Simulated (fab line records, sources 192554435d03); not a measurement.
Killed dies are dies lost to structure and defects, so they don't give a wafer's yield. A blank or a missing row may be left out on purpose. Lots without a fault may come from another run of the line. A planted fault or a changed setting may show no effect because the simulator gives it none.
Which tool did it? | flow n5_finfet | 10 lots, 30 wafers sampled, at 5 steps of a route of 1938

WHAT THE GAUGES READ, wafer by wafer
N5_ZERO_LAYER_CD_MEAS_11: target cd 2000 nm. Usual: cd_nm 1998.3 nm, standard deviation 2.3.
lot  | measured    | on        | cd_nm (nm)           | flag
L642 | day 1 18:46 | cd_sem-01 | 1996.0 1996.8 1996.3 |
L644 | day 2 06:40 | cd_sem-01 | 1994.5 1996.8 2000.0 |
L646 | day 2 18:39 | cd_sem-03 | 1995.2 1995.6 1997.9 |
L647 | day 3 00:50 | cd_sem-02 | 2000.9 1999.2 1996.8 |
L655 | day 5 00:38 | cd_sem-03 | 1998.9 1997.7 2001.4 |
L656 | day 5 06:46 | cd_sem-03 | 1999.2 1998.2 1996.4 |
L657 | day 5 12:46 | cd_sem-01 | 1996.8 2003.6 1998.0 |
L659 | day 6 00:38 | cd_sem-02 | 1997.6 1999.6 1994.6 |
L661 | day 6 12:46 | cd_sem-01 | 1996.6 2002.4 2000.3 |
L662 | day 6 18:38 | cd_sem-02 | 2000.4 2000.2 1997.3 |

N5_WELL_APT_CD_MEAS_08: target cd 200 nm. Usual: cd_nm 199 nm, standard deviation 3.2.
lot  | measured    | on        | cd_nm (nm)  | flag
L642 | day 1 20:32 | cd_sem-03 | 193 196 193 |
L644 | day 2 08:37 | cd_sem-02 | 199 199 198 |
L646 | day 2 20:04 | cd_sem-02 | 200 199 197 |
L647 | day 3 02:52 | cd_sem-02 | 196 195 195 |
L655 | day 5 01:34 | cd_sem-02 | 201 204 201 |
L656 | day 5 08:17 | cd_sem-02 | 197 197 198 |
L657 | day 5 13:41 | cd_sem-03 | 203 200 204 |
L659 | day 6 01:34 | cd_sem-02 | 204 201 204 |
L661 | day 6 13:41 | cd_sem-03 | 199 200 198 |
L662 | day 6 19:43 | cd_sem-01 | 201 198 203 |

N5_BEOL_M4_RC_MEAS_101. Usual: DIBL_N 36.7 mV/V, standard deviation 2.4; DIBL_P 37.4 mV/V, standard deviation 2.9; IOFF_N 0.18 nA/um, standard deviation 0.05; IOFF_P 0.23 nA/um, standard deviation 0.058; ION_N 683 uA/um, standard deviation 16; ION_P 467 uA/um, standard deviation 11; SS_N 71.7 mV/dec, standard deviation 0.77; SS_P 73.5 mV/dec, standard deviation 0.87; VT_N 249 mV, standard deviation 4.3; VT_P -250 mV, standard deviation 4.4.
lot  | measured     | on        | DIBL_N (mV/V)  | DIBL_P (mV/V)  | IOFF_N (nA/um) | IOFF_P (nA/um) | ION_N (uA/um) | ION_P (uA/um) | SS_N (mV/dec)  | SS_P (mV/dec)  | VT_N (mV)   | VT_P (mV)      | flag
L642 | day 8 08:13  | prober-02 | 35.9 35.8 38.7 | 34.4 36.3 38.9 | 0.14 0.16 0.21 | 0.17 0.21 0.25 | 669 697 704   | 455 481 479   | 71.1 71.3 71.7 | 72.3 73.1 74.3 | 254 247 247 | -253 -251 -248 |
L644 | day 8 13:13  | prober-02 | 44.2 35.3 38.9 | 45.7 36.6 40.1 | 0.35 0.15 0.20 | 0.40 0.23 0.28 | 696 685 669   | 473 471 463   | 73.9 71.3 72.6 | 76.2 73.1 73.9 | 242 251 247 | -242 -250 -247 |
L646 | day 9 03:58  | prober-01 | 36.8 39.4 35.4 | 38.4 42.4 37.2 | 0.15 0.25 0.14 | 0.23 0.32 0.21 | 665 709 668   | 467 489 464   | 71.2 73.4 71.2 | 74.1 74.4 74.1 | 253 245 254 | -250 -246 -254 |
L647 | day 9 09:02  | prober-01 | 36.1 37.2 36.5 | 36.6 36.7 36.5 | 0.17 0.17 0.17 | 0.26 0.24 0.24 | 687 664 688   | 481 454 474   | 71.3 72.0 71.9 | 73.1 73.6 73.3 | 246 249 249 | -246 -246 -248 |
L655 | day 11 11:25 | prober-02 | 40.2 36.4 40.9 | 40.8 36.5 42.7 | 0.23 0.16 0.29 | 0.29 0.22 0.33 | 690 691 711   | 473 476 480   | 73.1 71.3 72.8 | 74.3 72.9 74.5 | 243 247 238 | -246 -249 -242 |
L656 | day 11 11:47 | prober-01 | 35.1 35.5 36.0 | 35.5 35.2 37.2 | 0.17 0.16 0.18 | 0.21 0.20 0.22 | 667 662 672   | 459 451 461   | 71.8 71.6 72.4 | 73.4 72.3 73.4 | 250 251 250 | -249 -251 -250 |
L657 | day 11 19:21 | prober-01 | 39.2 36.9 36.5 | 41.4 37.3 37.2 | 0.21 0.16 0.14 | 0.29 0.22 0.20 | 693 668 665   | 474 459 456   | 72.1 71.3 71.3 | 74.3 72.6 73.1 | 249 250 253 | -245 -251 -253 |
L659 | day 12 02:56 | prober-01 | 33.5 38.5 38.0 | 32.2 38.8 37.9 | 0.11 0.20 0.20 | 0.16 0.25 0.25 | 670 689 702   | 464 472 474   | 71.7 72.1 72.0 | 72.3 74.1 74.1 | 256 247 247 | -255 -249 -248 |
L661 | day 12 21:37 | prober-01 | 37.9 34.5 35.7 | 40.9 35.3 38.1 | 0.19 0.13 0.16 | 0.23 0.15 0.19 | 669 664 666   | 459 449 449   | 72.2 71.4 71.5 | 73.8 72.8 73.4 | 248 251 247 | -251 -256 -254 |
L662 | day 13 07:21 | prober-01 | 35.4 38.2 33.6 | 36.6 38.8 34.3 | 0.16 0.25 0.14 | 0.17 0.22 0.14 | 683 703 693   | 459 463 455   | 71.9 72.9 71.1 | 72.5 73.6 72.7 | 251 242 249 | -256 -252 -259 |

WHICH TOOL RAN EACH LOT (tool, then ch and the chambers of the sampled wafers, then the start)
lot  | N5_ZERO_LAYER_DESCUM_16           | N5_PMOS_HMC_CHANNEL_EPI_EXPOSE_06
L642 | rie_diel-05 ch 0,3, day 1 19:31   | arfi_scanner-02 ch 0, day 2 00:28
L644 | rie_diel-06 ch 0,1,2, day 2 07:37 | arfi_scanner-03 ch 0, day 2 12:35
L646 | rie_diel-06 ch 0,1,3, day 2 18:56 | arfi_scanner-03 ch 0, day 2 23:31
L647 | rie_diel-02 ch 0,2,3, day 3 01:52 | arfi_scanner-02 ch 0, day 3 06:09
L655 | rie_diel-02 ch 2,3, day 5 00:41   | arfi_scanner-02 ch 0, day 5 04:43
L656 | rie_diel-02 ch 0,3, day 5 06:49   | arfi_scanner-03 ch 0, day 5 11:59
L657 | rie_diel-02 ch 0,1,3, day 5 12:48 | arfi_scanner-02 ch 0, day 5 17:17
L659 | rie_diel-02 ch 1,2, day 6 00:41   | arfi_scanner-01 ch 0, day 6 04:43
L661 | rie_diel-05 ch 1,2,3, day 6 12:48 | arfi_scanner-01 ch 0, day 6 16:53
L662 | rie_diel-02 ch 0,1,2, day 6 18:42 | arfi_scanner-01 ch 0, day 6 23:52
- N5_ZERO_LAYER_DESCUM_16: chemistry O2, time 7.9 s.
- N5_PMOS_HMC_CHANNEL_EPI_EXPOSE_06: exposes mask PMOS HMC BLK, target cd 240 nm.

WHAT THE TOOLS THEMSELVES READ (means of the sampled wafers that have a number; where no wafer has one, the mark that the record gives instead)
N5_ZERO_LAYER_DESCUM_16. Usual: drypump_motor_current_A 5.5 A, standard deviation 0.43; oes_product_au 0.80 a.u., standard deviation 0.067; rf_vpp_V 243.3 V, standard deviation 1.4; showerhead_plenum_p_Torr 2.10 Torr, standard deviation 0.079; throttle_valve_pct 20.29 %, standard deviation 0.19.
lot  | tool        | drypump_motor_current_A (A) | oes_product_au (a.u.) | rf_vpp_V (V) | showerhead_plenum_p_Torr (Torr) | throttle_valve_pct (%) | flag
L642 | rie_diel-05 | 5.5                         | 0.92                  | 244.6        | 2.14                            | 20.29                  |
L644 | rie_diel-06 | 5.3                         | 0.77                  | 244.0        | 2.15                            | 20.34                  |
L646 | rie_diel-06 | 5.4                         | 0.75                  | 242.0        | 2.05                            | 20.22                  |
L647 | rie_diel-02 | 5.5                         | 0.76                  | 243.5        | 2.12                            | 20.37                  |
L655 | rie_diel-02 | 5.8                         | 0.75                  | 243.5        | 2.11                            | 20.39                  |
L656 | rie_diel-02 | 5.2                         | 0.76                  | 243.1        | 2.13                            | 20.40                  |
L657 | rie_diel-02 | 5.5                         | 0.78                  | 243.1        | 2.10                            | 20.24                  |
L659 | rie_diel-02 | 6.0                         | 0.78                  | 242.8        | 2.02                            | 20.13                  |
L661 | rie_diel-05 | 5.4                         | 0.88                  | 244.0        | 2.17                            | 20.41                  |
L662 | rie_diel-02 | 5.7                         | 0.76                  | 242.4        | 2.05                            | 20.30                  |

N5_PMOS_HMC_CHANNEL_EPI_EXPOSE_06. Usual: exposure_dose_mJ_cm2 40.97, standard deviation 0.038.
lot  | tool            | exposure_dose_mJ_cm2 | flag
L642 | arfi_scanner-02 | 40.94                |
L644 | arfi_scanner-03 | 41.02                |
L646 | arfi_scanner-03 | 41.00                |
L647 | arfi_scanner-02 | 40.96                |
L655 | arfi_scanner-02 | 39.24                | OFF
L656 | arfi_scanner-03 | 40.96                |
L657 | arfi_scanner-02 | 39.58                | OFF
L659 | arfi_scanner-01 | 40.96                |
L661 | arfi_scanner-01 | 40.95                |
L662 | arfi_scanner-01 | 40.99                |

THE ANSWER, worked out from the rows above alone
Rule: a lot is off if the mean of its wafers that have a number lies more than 3 standard deviations from the usual mean. A lot without any number at a reading at which 4 lots or more have one is off too. The other lots that the step has rows for count as sound. The gauges are gone through in route order, then the tools' own readings, and for those a lot's mean is taken as printed above. The first step at which some lot is off is used, and at that step the reading that is off furthest; a lot without a number counts as furthest.
Off: L655, L657, at N5_PMOS_HMC_CHANNEL_EPI_EXPOSE_06 (exposure_dose_mJ_cm2).
A tool fits if, at that step or a process step before it, it ran every lot that is off, and no sound lot after the first of them. One fits: arfi_scanner-02 at N5_PMOS_HMC_CHANNEL_EPI_EXPOSE_06. Its last sound lot is L647 (day 3 06:09), its first lot that is off L655 (day 5 04:43): a fault that began between those two fits.
The tool's own readings at N5_PMOS_HMC_CHANNEL_EPI_EXPOSE_06 bear it out: on the lots that are off they differ by more than 5 times the standard deviation of the sound lots' means. exposure_dose_mJ_cm2 reads 39.41 there against 40.97 on the sound lots.

WHAT THE SIMULATOR HAD PUT IN
Process parameter drift: arfi_scanner-02, from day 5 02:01 on, at N5_PMOS_HMC_CHANNEL_EPI_EXPOSE_06. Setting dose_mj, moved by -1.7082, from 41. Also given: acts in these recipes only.
Lots struck among those shown: L655, L657. The rule above found the same.
